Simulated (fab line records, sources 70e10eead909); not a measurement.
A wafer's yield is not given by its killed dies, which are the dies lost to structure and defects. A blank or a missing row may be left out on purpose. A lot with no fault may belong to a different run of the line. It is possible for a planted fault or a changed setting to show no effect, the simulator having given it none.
fab line records -- flow nandHarc
record: lots: 11, wafers: 33, lastDay: 23
route steps=1159 shown P_M1@316 P_M2@329 END@1159
lots that met no fault: from a run of the same line without faults
startH: hours from the record's first day to the start of the lot's first wafer shown -- waitH: hours since the lot's step before -- " same as the row above -- L1.1+2: one row covering several wafers at once -- - either no value or no given start -- * or withheld: withheld -- < > ~ a bound
route shown NAME@n: NAME is a module with steps in the file, n the number in the route of the first one -- usual: mean/standard deviation taken from wafers without a fault -- same: alike in all rows -- chamber/n: place in a boat -- sites: per-site readings -- _std_site: how widely they spread, as a standard deviation -- _edge_site: the outer-site mean with the inner-site mean subtracted -- radiusMm: for every site, how far away it sits from the centre of the wafer -- mask NAME#n: copy n -- behind: the most recent tool/chamber to have shaped the wafer -- hold: what put the lot on hold/how long, in hours/how the hold closed -- device: the transistor (n, p or np) that didn't switch -- end of line: at the end of the route, the tests of the same wafers -- for a step that has no rows: nothing shown but its recipe -- killed: at the first sort, the dies lost to defects and structure; wafer yield is something else -- map: a wafer's dies, marking killed ones x, the rest . and places with no die _
set.NAME: setting as actually run; set.NAME@STEP: the setting as run at that earlier step -- model.NAME: the simulator's own value behind a step, which no gauge read
the route's steps for a sample of lots (tables are steps, rows are wafers)
services: from which hour (startH, from the record's first day; less than 0 if before it) a tool's chamber was out of use, for how many hours, and why
== steps ==
step: NHARC_P_M1_PRE_CLEAN_32
recipe: timeS: 12, tempC: 370, rfPowerW: 300, gas: NH3
usual: heaterPowerW: 589/64
lot.wafer,tool,chamber,startH,waitH,heaterPowerW
L265.3,pecvd-03,2,126.38,0.1,526
L265.4,pecvd-03,2,126.38,0.1,528
L265.5,pecvd-03,1,126.38,0.1,638
L267.2,pecvd-01,1,138.65,0.1,636
L267.6,pecvd-01,2,138.65,0.1,558
L267.4,pecvd-01,0,138.65,0.1,627
L270.1,pecvd-03,2,149.69,0.1,500
L270.2,pecvd-03,1,149.69,0.1,610
L270.5,pecvd-03,2,149.69,0.1,507
L271.3,pecvd-04,0,156.95,0.1,701
L271.4,pecvd-04,2,156.95,0.1,613
L271.5,pecvd-04,0,156.95,0.1,698
L274.2,pecvd-03,0,172.30,0.1,484
L274.3,pecvd-03,1,172.30,0.1,591
L274.5,pecvd-03,2,172.30,0.1,569
L275.1,pecvd-01,0,187.01,0.1,647
L275.5,pecvd-01,0,187.01,0.1,646
L275.4,pecvd-01,1,187.01,0.1,641
L276.1,pecvd-03,1,188.00,0.1,587
L276.2,pecvd-03,0,188.00,0.1,574
L276.4,pecvd-03,0,188.00,0.1,574
L279.2,pecvd-03,0,207.66,0.1,504
L279.5,pecvd-03,0,207.66,0.1,506
L279.4,pecvd-03,1,207.66,0.1,651
L281.3,pecvd-01,1,212.61,0.1,599
L281.1,pecvd-01,2,212.61,0.1,591
L281.6,pecvd-01,1,212.61,0.1,583
L283.3,pecvd-01,1,222.68,0.2,582
L283.4,pecvd-01,2,222.68,0.2,574
L283.6,pecvd-01,0,222.68,0.2,663
L286.2,pecvd-03,1,246.56,0.1,557
L286.1,pecvd-03,2,246.56,0.1,547
L286.4,pecvd-03,0,246.56,0.1,583
step: NHARC_P_M2_OVL_MEAS_10
recipe: pitchNm: 340
usual: overlayXNm: 0.1/0.91, overlayYNm: -0.1/0.87
lot.wafer,tool,chamber,startH,waitH,overlayXNm,overlayYNm
L265.3,overlay-01,-,127.80,-,-0.4,-1.8
L265.4,overlay-01,-,127.80,-,0.3,-1.3
L265.5,overlay-01,-,127.80,-,0.5,-0.5
L267.2,overlay-02,-,140.04,-,2.2,-0.1
L267.4,overlay-02,-,140.04,-,1.6,-0.4
L267.6,overlay-02,-,140.04,-,1.1,-0.3
L270.1,overlay-01,-,151.08,-,-1.3,0.5
L270.2,overlay-01,-,151.08,-,-0.2,0.2
L270.5,overlay-01,-,151.08,-,-0.9,1.0
L271.3,overlay-01,-,158.39,-,0.8,0.4
L271.4,overlay-01,-,158.39,-,0.7,0.6
L271.5,overlay-01,-,158.39,-,0.8,0.1
L274.2,overlay-01,-,173.69,-,-0.7,0.3
L274.3,overlay-01,-,173.69,-,-0.5,-0.5
L274.5,overlay-01,-,173.69,-,-0.6,-1.0
L275.1,overlay-02,-,188.41,-,-0.3,-1.0
L275.4,overlay-02,-,188.41,-,-0.3,-1.0
L275.5,overlay-02,-,188.41,-,-0.2,-0.7
L276.1,overlay-01,-,189.42,-,1.3,0.5
L276.2,overlay-01,-,189.42,-,1.4,-0.1
L276.4,overlay-01,-,189.42,-,0.9,0.1
L279.2,overlay-02,-,209.25,-,-0.4,0.6
L279.4,overlay-02,-,209.25,-,-1.2,1.3
L279.5,overlay-02,-,209.25,-,-0.3,0.5
L281.1,overlay-02,-,213.91,-,-0.9,0.4
L281.3,overlay-02,-,213.91,-,-0.5,0.7
L281.6,overlay-02,-,213.91,-,-0.7,0.8
L283.3,overlay-02,-,224.00,-,0.0,-0.7
L283.4,overlay-02,-,224.00,-,0.2,-0.7
L283.6,overlay-02,-,224.00,-,-0.5,-1.3
L286.1,overlay-01,-,247.95,-,-1.0,1.4
L286.2,overlay-01,-,247.95,-,-2.0,1.2
L286.4,overlay-01,-,247.95,-,-1.1,0.6
step: NHARC_P_M2_ECD_22
recipe: targetThkA: 4000, bathTempC: 25, material: Cu
usual: bathHeatDutyPct: 6.6/0.76, bathTempC: 25.00/0.11
lot.wafer,tool,chamber,startH,waitH,bathHeatDutyPct,bathTempC
L265.4,ecdCu-02,0,129.37,-,5.7,25.02
L265.3,ecdCu-02,1,129.37,-,6.4,24.92
L265.5,ecdCu-02,0,129.37,-,4.5,25.02
L267.2,ecdCu-01,1,141.66,-,7.1,25.04
L267.4,ecdCu-01,0,141.66,-,7.1,25.11
L267.6,ecdCu-01,1,141.66,-,8.1,24.95
L270.1,ecdCu-01,1,152.71,-,6.9,24.93
L270.2,ecdCu-01,0,152.71,-,6.5,24.89
L270.5,ecdCu-01,1,152.71,-,7.4,24.91
L271.3,ecdCu-02,1,160.50,-,5.7,25.20
L271.4,ecdCu-02,0,160.50,-,5.2,24.99
L271.5,ecdCu-02,1,160.50,-,7.5,25.10
L274.2,ecdCu-01,1,175.28,-,6.9,25.09
L274.3,ecdCu-01,0,175.28,-,6.2,24.96
L274.5,ecdCu-01,1,175.28,-,8.4,24.93
L275.1,ecdCu-02,0,189.97,-,-,-
L275.4,ecdCu-02,1,189.97,-,-,-
L275.5,ecdCu-02,1,189.97,-,-,-
L276.1,ecdCu-02,1,190.91,-,-,-
L276.2,ecdCu-02,0,190.91,-,-,-
L276.4,ecdCu-02,1,190.91,-,-,-
L279.2,ecdCu-02,0,210.78,-,5.8,25.01
L279.4,ecdCu-02,1,210.78,-,5.8,25.01
L279.5,ecdCu-02,1,210.78,-,6.1,25.00
L281.1,ecdCu-02,0,215.64,-,5.8,24.97
L281.3,ecdCu-02,1,215.64,-,7.0,25.11
L281.6,ecdCu-02,0,215.64,-,5.2,24.95
L283.3,ecdCu-02,0,225.69,-,5.5,24.98
L283.4,ecdCu-02,1,225.69,-,6.5,24.96
L283.6,ecdCu-02,0,225.69,-,4.9,25.02
L286.1,ecdCu-01,1,249.46,-,7.5,24.98
L286.2,ecdCu-01,0,249.46,-,6.7,24.86
L286.4,ecdCu-01,0,249.46,-,7.0,25.00
step: NHARC_P_M2_ANNEAL_31
recipe: tempC: 225, timeS: 90
usual: wafer_temp_C_max: 226.5/0.38
lot.wafer,tool,chamber,startH,waitH,wafer_temp_C_max
L265.3,rtpAnneal-01,0,129.75,-,226.4
L265.4,rtpAnneal-01,0,129.75,-,226.4
L265.5,rtpAnneal-01,0,129.75,-,226.7
L267.2,rtpAnneal-01,0,142.03,-,226.3
L267.4,rtpAnneal-01,0,142.03,-,226.7
L267.6,rtpAnneal-01,0,142.03,-,226.6
L270.1,rtpAnneal-02,0,153.09,-,226.0
L270.2,rtpAnneal-02,0,153.09,-,226.2
L270.5,rtpAnneal-02,0,153.09,-,226.1
L271.3,rtpAnneal-01,0,160.89,0.3,227.1
L271.4,rtpAnneal-01,0,160.89,0.3,226.2
L271.5,rtpAnneal-01,0,160.89,0.3,226.6
L274.2,rtpAnneal-01,0,175.71,-,226.8
L274.3,rtpAnneal-01,0,175.71,-,226.5
L274.5,rtpAnneal-01,0,175.71,-,226.6
L275.1,rtpAnneal-01,0,190.33,0.3,226.4
L275.4,rtpAnneal-01,0,190.33,0.3,226.2
L275.5,rtpAnneal-01,0,190.33,0.3,226.8
L276.1,rtpAnneal-01,0,191.32,0.4,227.2
L276.2,rtpAnneal-01,0,191.32,0.4,227.0
L276.4,rtpAnneal-01,0,191.32,0.4,226.4
L279.2,rtpAnneal-01,0,211.15,-,226.9
L279.4,rtpAnneal-01,0,211.15,-,226.9
L279.5,rtpAnneal-01,0,211.15,-,226.3
L281.1,rtpAnneal-01,0,216.16,-,226.8
L281.3,rtpAnneal-01,0,216.16,-,226.8
L281.6,rtpAnneal-01,0,216.16,-,226.5
L283.3,rtpAnneal-02,0,226.07,0.3,226.5
L283.4,rtpAnneal-02,0,226.07,0.3,226.8
L283.6,rtpAnneal-02,0,226.07,0.3,226.8
L286.1,rtpAnneal-02,0,249.83,-,226.1
L286.2,rtpAnneal-02,0,249.83,-,226.2
L286.4,rtpAnneal-02,0,249.83,-,226.3
step: NHARC_P_M2_CMP_23
recipe: tOverpolishS: 20, targetThkNm: 144.3
usual: edgeZonePressureFrac: 1.000/0.0044, motorCurrentA: 12.2/1.5, retainingRingPressureFrac: 1.000/0.0048, timeToEndpointS: 28.0/2.6
same: tOverpolishS: 20
lot.wafer,tool,chamber,startH,waitH,edgeZonePressureFrac,motorCurrentA,retainingRingPressureFrac,timeToEndpointS
L265.4,cmp-04,1,129.99,-,0.998,8.8,0.987,26.4
L265.3,cmp-04,3,129.99,-,0.999,11.9,1.001,33.6
L265.5,cmp-04,2,129.99,-,0.997,11.2,0.998,34.6
L267.2,cmp-02,0,142.36,-,0.997,10.1,0.996,28.8
L267.4,cmp-02,1,142.36,-,0.996,11.3,1.006,26.1
L267.6,cmp-02,0,142.36,-,0.997,9.9,0.997,29.6
L270.1,cmp-04,0,153.43,-,1.003,12.8,1.001,30.1
L270.2,cmp-04,1,153.43,-,0.999,8.9,1.003,27.5
L270.5,cmp-04,1,153.43,-,1.000,8.9,1.002,29.8
L271.3,cmp-02,1,161.15,-,1.001,12.8,1.002,26.7
L271.4,cmp-02,3,161.15,-,1.007,11.4,1.000,29.9
L271.5,cmp-02,0,161.15,-,1.006,10.4,0.996,29.5
L274.3,cmp-03,3,176.03,-,1.002,11.1,0.994,25.2
L274.2,cmp-03,1,176.03,-,1.000,13.8,1.003,26.1
L274.5,cmp-03,2,176.03,-,0.996,13.5,0.993,26.5
L275.4,cmp-02,3,190.72,-,0.999,11.6,1.004,0.0
L275.1,cmp-02,0,190.72,-,1.000,10.1,0.993,0.0
L275.5,cmp-02,2,190.72,-,0.994,14.0,0.998,0.0
L276.1,cmp-03,2,191.67,-,0.999,13.7,1.003,1.4
L276.2,cmp-03,0,191.67,-,0.993,13.0,1.000,2.1
L276.4,cmp-03,1,191.67,-,1.002,13.8,0.999,0.1
L279.4,cmp-03,3,211.50,-,0.996,11.4,0.995,26.3
L279.2,cmp-03,0,211.50,-,1.007,12.4,1.003,29.0
L279.5,cmp-03,2,211.50,-,1.000,13.3,1.002,27.0
L281.1,cmp-03,0,216.54,-,1.004,12.3,1.001,29.4
L281.3,cmp-03,1,216.54,-,1.004,13.5,1.003,27.0
L281.6,cmp-03,0,216.54,-,1.009,12.4,1.002,27.5
L283.3,cmp-03,3,226.37,-,1.004,10.7,0.990,23.8
L283.4,cmp-03,1,226.37,-,1.000,14.7,1.002,22.9
L283.6,cmp-03,2,226.37,-,1.008,12.3,1.008,24.8
L286.2,cmp-03,3,250.17,-,0.998,10.9,1.008,24.1
L286.1,cmp-03,0,250.17,-,1.000,11.8,1.001,26.1
L286.4,cmp-03,1,250.17,-,0.998,13.9,1.003,27.7
step: NHARC_P_M2_THK_MEAS_24
recipe: thkMeasGauge: xrf
usual: thkNm: 144.0/1.5
lot.wafer,tool,chamber,startH,waitH,thkNm
L265.3,filmMetro-02,-,130.31,-,145.3
L265.4,filmMetro-02,-,130.31,-,143.6
L265.5,filmMetro-02,-,130.31,-,144.9
L267.2,filmMetro-02,-,142.64,-,144.0
L267.4,filmMetro-02,-,142.64,-,142.9
L267.6,filmMetro-02,-,142.64,-,144.9
L270.1,filmMetro-02,-,153.75,-,145.9
L270.2,filmMetro-02,-,153.75,-,143.5
L270.5,filmMetro-02,-,153.75,-,145.0
L271.3,filmMetro-01,-,161.44,-,142.6
L271.4,filmMetro-01,-,161.44,-,142.3
L271.5,filmMetro-01,-,161.44,-,145.8
L274.2,filmMetro-01,-,176.32,-,141.8
L274.3,filmMetro-01,-,176.32,-,143.8
L274.5,filmMetro-01,-,176.32,-,145.9
L275.1,filmMetro-02,-,190.98,-,28.0
L275.4,filmMetro-02,-,190.98,-,29.5
L275.5,filmMetro-02,-,190.98,-,28.8
L276.1,filmMetro-02,-,191.98,-,29.1
L276.2,filmMetro-02,-,191.98,-,28.7
L276.4,filmMetro-02,-,191.98,-,31.7
L279.2,filmMetro-02,-,211.76,-,146.3
L279.4,filmMetro-02,-,211.76,-,144.3
L279.5,filmMetro-02,-,211.76,-,145.7
L281.1,filmMetro-02,-,216.83,-,143.5
L281.3,filmMetro-02,-,216.83,-,144.0
L281.6,filmMetro-02,-,216.83,-,143.7
L283.3,filmMetro-01,-,226.66,-,144.0
L283.4,filmMetro-01,-,226.66,-,144.5
L283.6,filmMetro-01,-,226.66,-,144.0
L286.1,filmMetro-01,-,250.48,-,142.5
L286.2,filmMetro-01,-,250.48,-,142.8
L286.4,filmMetro-01,-,250.48,-,141.6
step: NHARC_END_SORT_01
recipe: tempC: 25
usual: defectLimitedYield: 95.4/1.8, killedAtArray: 27/11, killedAtOther: 0.7/1.1, killedAtPeriphery: 3.4/2.1, killedDies: 31/12, killedOpen: 3.6/2, killedShort: 2.0/1.3, sort_bin_2_pct: 1.5/0.71, sort_bin_3_pct: 0.25/0.22, sort_bin_4_pct: 2.9/1.2, sortNPass: 646/12, sortRimYieldPct: 95.0/2.5, sortYieldPct: 95.4/1.8
same: grossDies: 677, sort_bin_5_pct[%]: 0, sort_bin_6_pct[%]: 0, sort_bin_7_pct[%]: 0, sort_bin_8_pct[%]: 0, sortRimNGross: 106.00
lot.wafer,tool,chamber,startH,waitH,defectLimitedYield[%],killedAtArray,killedAtOther,killedAtPeriphery,killedDies,killedOpen,killedShort,sort_bin_2_pct[%],sort_bin_3_pct[%],sort_bin_4_pct[%],sortNPass,sortRimYieldPct[%],sortYieldPct[%]
L265.3,prober-02,0,436.89,3.1,97.0,16,1,3,20,4,2,0.6,0.59,1.8,657,96.2,97.0
L265.4,prober-02,0,437.69,3.4,97.8,13,0,2,15,2,4,0,0.15,2.1,662,94.3,97.8
L265.5,prober-02,0,438.50,3.7,96.9,14,0,7,21,6,2,1.3,0,1.8,656,93.4,96.9
L271.3,prober-01,0,471.95,3.1,93.9,34,1,6,41,4,1,2.1,0.74,3.2,636,95.3,93.9
L271.4,prober-01,0,472.76,3.4,93.9,35,2,4,41,3,1,2.4,0,3.7,636,96.2,93.9
L271.5,prober-01,0,473.57,3.7,94.5,34,1,2,37,2,2,2.5,0.15,2.8,640,96.2,94.5
L274.2,prober-02,0,483.43,2.8,96.2,24,0,2,26,2,2,1.3,0.30,2.2,651,96.2,96.2
L274.3,prober-02,0,484.23,3.1,95.4,28,0,3,31,2,0,1.3,0.59,2.7,646,99.1,95.4
L274.5,prober-02,0,485.84,3.7,94.8,31,1,3,35,5,3,1.5,0.15,3.5,642,96.2,94.8
L275.1,prober-02,0,498.36,2.5,0,19,0,658,677,4,2,98.1,0.15,1.8,0,0,0
L275.4,prober-02,0,500.75,3.4,0,19,0,658,677,8,3,97.5,0.15,2.4,0,0,0
L275.5,prober-02,0,501.54,3.7,0,11,0,666,677,1,3,99.0,0,1.0,0,0,0
L276.1,prober-01,0,498.39,2.5,0,39,1,637,677,1,2,95.0,0.59,4.4,0,0,0
L276.2,prober-01,0,499.19,2.8,0,36,0,641,677,6,3,95.7,0.30,4.0,0,0,0
L276.4,prober-01,0,500.79,3.4,0,34,0,643,677,3,2,96.3,0.30,3.4,0,0,0
L279.2,prober-02,0,506.88,2.8,97.3,12,3,3,18,2,3,0.6,0.59,1.5,659,96.2,97.3
L279.4,prober-02,0,508.44,3.3,94.8,34,0,1,35,5,1,1.9,0.15,3.1,642,97.2,94.8
L279.5,prober-02,0,509.23,3.6,95.9,25,2,1,28,3,1,1.6,0.30,2.2,649,97.2,95.9
L283.3,prober-02,0,534.21,3.1,97.0,17,0,3,20,1,4,0.7,0.15,2.1,657,93.4,97.0
L283.4,prober-02,0,535.00,3.4,95.6,29,0,1,30,4,3,1.3,0.59,2.5,647,96.2,95.6
L283.6,prober-02,0,536.59,4.0,96.5,24,0,0,24,1,2,1.8,0.15,1.6,653,94.3,96.5
L281.1,prober-02,0,540.38,2.5,93.4,37,1,7,45,7,4,1.9,0.59,4.1,632,98.1,93.4
L281.3,prober-02,0,541.98,3.1,92.5,45,0,6,51,2,2,3.5,0.44,3.5,626,94.3,92.5
L281.6,prober-02,0,544.37,4.0,95.1,31,0,2,33,3,2,1.5,0.74,2.7,644,99.1,95.1
killed by level:class
L265.3 A_CHANNEL_HOLE_D1:chamberFilmFlake=4 A_STAIRCASE:chamberFilmFlake=3 A_SLIT:chamberFilmFlake=3 A_CHANNEL_FILL_D1:geometricParticle:open=2 A_CHANNEL_FILL_D1:chamberFilmFlake=2 P_GATE:geometricParticle:short=1 P_M0:geometricParticle:open=1 A_CHANNEL_FILL_D1:geometricParticle:short=1
L265.4 A_SLIT:chamberFilmFlake=3 A_ONON_D1:geometricParticle:short=2 A_STAIRCASE:chamberFilmFlake=2 A_CONTACT:chamberFilmFlake=2 P_M0:geometricParticle:open=1 A_WL_FILL:geometricParticle:short=1 A_M0:geometricParticle:short=1 A_M0:geometricParticle:open=1
L265.5 A_STAIRCASE:chamberFilmFlake=4 P_CONTACT:geometricParticle:open=2 P_M0:geometricParticle:open=2 P_BONDPAD:chamberFilmFlake=2 A_SLIT:chamberFilmFlake=2 A_ONON_D1:geometricParticle:short=1 A_ONON_D1:geometricParticle:open=1 A_CHANNEL_FILL_D1:geometricParticle:short=1
L271.3 A_CHANNEL_HOLE_D1:chamberFilmFlake=17 P_ZERO_WELL:chamberFilmFlake=5 A_SLIT:chamberFilmFlake=4 A_ZERO_WELL:chamberFilmFlake=3 A_BONDPAD:chamberFilmFlake=3 A_CONTACT:geometricParticle:open=2 P_CONTACT:geometricParticle:open=1 A_ONON_D1:geometricParticle:short=1
L271.4 A_CHANNEL_HOLE_D1:chamberFilmFlake=11 A_SLIT:chamberFilmFlake=8 A_ZERO_WELL:chamberFilmFlake=4 A_ONON_D1:geometricParticle:open=3 A_STAIRCASE:chamberFilmFlake=3 P_ZERO_WELL:chamberFilmFlake=3 A_CONTACT:chamberFilmFlake=3 A_WL_FILL:chamberFilmFlake=2
L271.5 A_CHANNEL_HOLE_D1:chamberFilmFlake=18 A_SLIT:chamberFilmFlake=4 A_STAIRCASE:chamberFilmFlake=2 A_WL_FILL:chamberFilmFlake=2 A_BONDPAD:chamberFilmFlake=2 A_CHANNEL_HOLE_D1:geometricParticle:short=1 A_SGD_CUT:geometricParticle:open=1 A_CONTACT:geometricParticle:short=1
L274.2 A_CHANNEL_HOLE_D1:chamberFilmFlake=11 A_STAIRCASE:chamberFilmFlake=4 A_SGD_CUT:chamberFilmFlake=2 A_CONTACT:chamberFilmFlake=2 P_M0:geometricParticle:open=1 A_CHANNEL_FILL_D1:geometricParticle:short=1 A_SGD_CUT:geometricParticle:short=1 A_WL_FILL:geometricParticle:open=1
L274.3 A_CHANNEL_HOLE_D1:chamberFilmFlake=19 A_STAIRCASE:chamberFilmFlake=5 A_CONTACT:chamberFilmFlake=2 P_CONTACT:geometricParticle:open=1 A_SOURCE_PLATE:geometricParticle:open=1 P_ZERO_WELL:chamberFilmFlake=1 P_STI:chamberFilmFlake=1 A_SGD_CUT:chamberFilmFlake=1
L274.5 A_CHANNEL_HOLE_D1:chamberFilmFlake=18 A_STAIRCASE:chamberFilmFlake=4 P_CONTACT:geometricParticle:open=1 P_M0:geometricParticle:open=1 A_ONON_D1:geometricParticle:short=1 A_CHANNEL_FILL_D1:geometricParticle:short=1 A_WL_FILL:geometricParticle:open=1 A_CONTACT:geometricParticle:open=1
L275.1 P_M2:areaEcd=655 A_STAIRCASE:chamberFilmFlake=5 A_CHANNEL_HOLE_D1:chamberFilmFlake=4 A_CONTACT:chamberFilmFlake=4 P_GATE:chamberFilmFlake=2 A_SOURCE_PLATE:geometricParticle:short=1 A_CHANNEL_FILL_D1:geometricParticle:open=1 A_WL_FILL:geometricParticle:open=1
L276.1 P_M2:areaEcd=634 A_CHANNEL_HOLE_D1:chamberFilmFlake=21 A_STAIRCASE:chamberFilmFlake=6 A_WL_FILL:chamberFilmFlake=5 P_ZERO_WELL:chamberFilmFlake=3 A_SGD_CUT:chamberFilmFlake=2 A_WL_FILL:geometricParticle:short=1 A_WL_FILL:geometricParticle:open=1
L276.2 P_M2:areaEcd=635 A_CHANNEL_HOLE_D1:chamberFilmFlake=20 A_STAIRCASE:chamberFilmFlake=4 P_M0:chamberFilmFlake=3 A_CONTACT:chamberFilmFlake=3 A_CONTACT:geometricParticle:open=2 P_M0:geometricParticle:open=1 A_ONON_D1:geometricParticle:open=1
L275.4 P_M2:areaEcd=656 A_STAIRCASE:chamberFilmFlake=7 A_CONTACT:geometricParticle:open=4 P_M0:geometricParticle:open=1 A_ONON_D1:geometricParticle:open=1 A_ONON_D1:geometricParticle:short=1 A_CHANNEL_FILL_D1:geometricParticle:short=1 A_WL_FILL:geometricParticle:short=1
L276.4 P_M2:areaEcd=642 A_CHANNEL_HOLE_D1:chamberFilmFlake=21 A_STAIRCASE:chamberFilmFlake=4 A_WL_FILL:chamberFilmFlake=3 P_M0:geometricParticle:short=1 A_ONON_D1:geometricParticle:short=1 A_CONTACT:geometricParticle:open=1 A_BLC:geometricParticle:open=1
L275.5 P_M2:areaEcd=663 A_CHANNEL_HOLE_D1:chamberFilmFlake=4 P_GATE:chamberFilmFlake=2 A_STAIRCASE:chamberFilmFlake=2 P_M0:geometricParticle:short=1 A_ONON_D1:geometricParticle:open=1 A_CHANNEL_HOLE_D1:geometricParticle:short=1 A_SGD_CUT:geometricParticle:short=1
L279.2 A_SLIT:chamberFilmFlake=3 A_CONTACT:chamberFilmFlake=3 THIN_TSV:chamberFilmFlake=3 A_CHANNEL_HOLE_D1:chamberFilmFlake=2 A_STAIRCASE:chamberFilmFlake=2 P_STI:geometricParticle:open=1 P_GATE:geometricParticle:open=1 P_CONTACT:geometricParticle:short=1
L279.4 A_SLIT:chamberFilmFlake=16 A_CHANNEL_HOLE_D1:chamberFilmFlake=3 A_WL_FILL:chamberFilmFlake=3 A_CONTACT:chamberFilmFlake=3 A_CONTACT:geometricParticle:open=2 A_M0:chamberFilmFlake=2 P_CONTACT:geometricParticle:open=1 A_WL_FILL:geometricParticle:open=1
L279.5 A_SLIT:chamberFilmFlake=11 A_CHANNEL_HOLE_D1:chamberFilmFlake=4 A_CONTACT:geometricParticle:open=2 THIN_TSV:chamberFilmFlake=2 A_WL_FILL:chamberFilmFlake=2 A_WL_FILL:geometricParticle:open=1 A_CONTACT:geometricParticle:short=1 P_M1:chamberFilmFlake=1
L283.3 A_SLIT:chamberFilmFlake=5 A_CHANNEL_HOLE_D1:chamberFilmFlake=4 A_CONTACT:chamberFilmFlake=4 P_M1:geometricParticle:short=1 A_ONON_D1:geometricParticle:short=1 A_WL_FILL:geometricParticle:short=1 A_WL_FILL:geometricParticle:open=1 A_M0:geometricParticle:short=1
L283.4 A_SLIT:chamberFilmFlake=18 A_WL_FILL:chamberFilmFlake=3 P_M0:geometricParticle:open=1 A_ONON_D1:geometricParticle:short=1 A_ONON_D1:geometricParticle:open=1 A_SGD_CUT:geometricParticle:short=1 A_WL_FILL:geometricParticle:short=1 A_WL_FILL:geometricParticle:open=1
L283.6 A_SLIT:chamberFilmFlake=12 A_CHANNEL_HOLE_D1:chamberFilmFlake=6 A_CONTACT:chamberFilmFlake=2 A_ONON_D1:geometricParticle:short=1 A_CONTACT:geometricParticle:open=1 A_M0:geometricParticle:short=1 A_STAIRCASE:chamberFilmFlake=1
L281.1 A_CHANNEL_HOLE_D1:chamberFilmFlake=23 P_ZERO_WELL:chamberFilmFlake=5 A_CONTACT:chamberFilmFlake=4 A_CONTACT:geometricParticle:open=3 P_CONTACT:geometricParticle:open=2 A_CONTACT:geometricParticle:short=2 A_CHANNEL_FILL_D1:geometricParticle:short=1 A_SGD_CUT:geometricParticle:open=1
L281.3 A_CHANNEL_HOLE_D1:chamberFilmFlake=32 A_CONTACT:chamberFilmFlake=8 P_ZERO_WELL:chamberFilmFlake=5 A_CHANNEL_FILL_D1:geometricParticle:short=1 A_SGD_CUT:geometricParticle:open=1 A_SGD_CUT:geometricParticle:short=1 A_CONTACT:geometricParticle:open=1 P_GATE:chamberFilmFlake=1
L281.6 A_CHANNEL_HOLE_D1:chamberFilmFlake=24 A_M0:geometricParticle:open=2 P_ZERO_WELL:chamberFilmFlake=2 A_CHANNEL_FILL_D1:geometricParticle:open=1 A_STAIRCASE:geometricParticle:short=1 A_M0:geometricParticle:short=1 A_CONTACT:chamberFilmFlake=1 A_M1:chamberFilmFlake=1
== services ==
tool,chamber,startH,hours,kind
cmp-04,-,105.06,4.0,pm
pecvd-03,-,111.13,13.0,pm
pecvd-03,0,111.13,13.0,ventCycle
pecvd-03,1,111.13,13.0,ventCycle
pecvd-03,2,111.13,13.0,ventCycle
ecdCu-01,-,113.60,0.8,repair
pecvd-03,0,124.13,-,clean
pecvd-03,1,124.13,-,clean
pecvd-03,2,124.13,-,clean
cmp-02,-,128.56,4.0,pm
cmp-04,-,142.00,6.0,repair
cmp-03,-,156.02,4.0,pm
pecvd-03,-,156.91,0.2,repair
cmp-03,-,160.02,-,consumableReplace:conditioner
cmp-03,-,160.02,-,consumableReplace:pad
ecdCu-02,-,180.02,8.0,pm
pecvd-04,-,195.33,13.0,pm
pecvd-01,0,197.05,7.9,repair
cmp-02,-,198.66,11.7,repair
cmp-04,-,203.14,4.0,pm
cmp-03,-,219.37,0.3,repair
cmp-02,-,226.56,4.0,pm
pecvd-01,-,237.19,13.0,pm
cmp-03,-,248.95,1.2,repair
== key ==
firstSign: step: NHARC_P_M2_ECD_22, reading: toolRecord, direction: missing
effect: step: NHARC_P_M2_CMP_23, reading: timeToEndpointS, direction: down, sigmas: 11, usual: *, struck: *
effect: step: NHARC_P_M2_THK_MEAS_24, reading: thkNm, direction: down, sigmas: 77, usual: 144.0, struck: 29.3
effect: step: NHARC_END_SORT_01, reading: killedAtPeriphery, direction: up, sigmas: 99+, usual: 3.4, struck: 650.5
moreKillsBornAt: NHARC_P_M2_ECD_22@ecdCu-02: 3885
metAt NHARC_P_M2_ECD_22
struckLots L275,L276
laterRowsLeftOut L275.1,L275.4,L275.5,L276.1,L276.2,L276.4
notActingAt NHARC_P_M1_PRE_CLEAN_32,NHARC_P_M2_OVL_MEAS_10,NHARC_P_M2_ANNEAL_31
onsetBetween 160.50 189.97
fault: kind: skippedStepWhole, tool: ecdCu-02, chamber: -, onsetH: 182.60, steps: NHARC_P_M2_ECD_22, scope: struckLotsOnly
laterRowsLeftOut: the simulator's readings of these wafers behind a module that went badly wrong aren't trusted and aren't shown, but for the sort
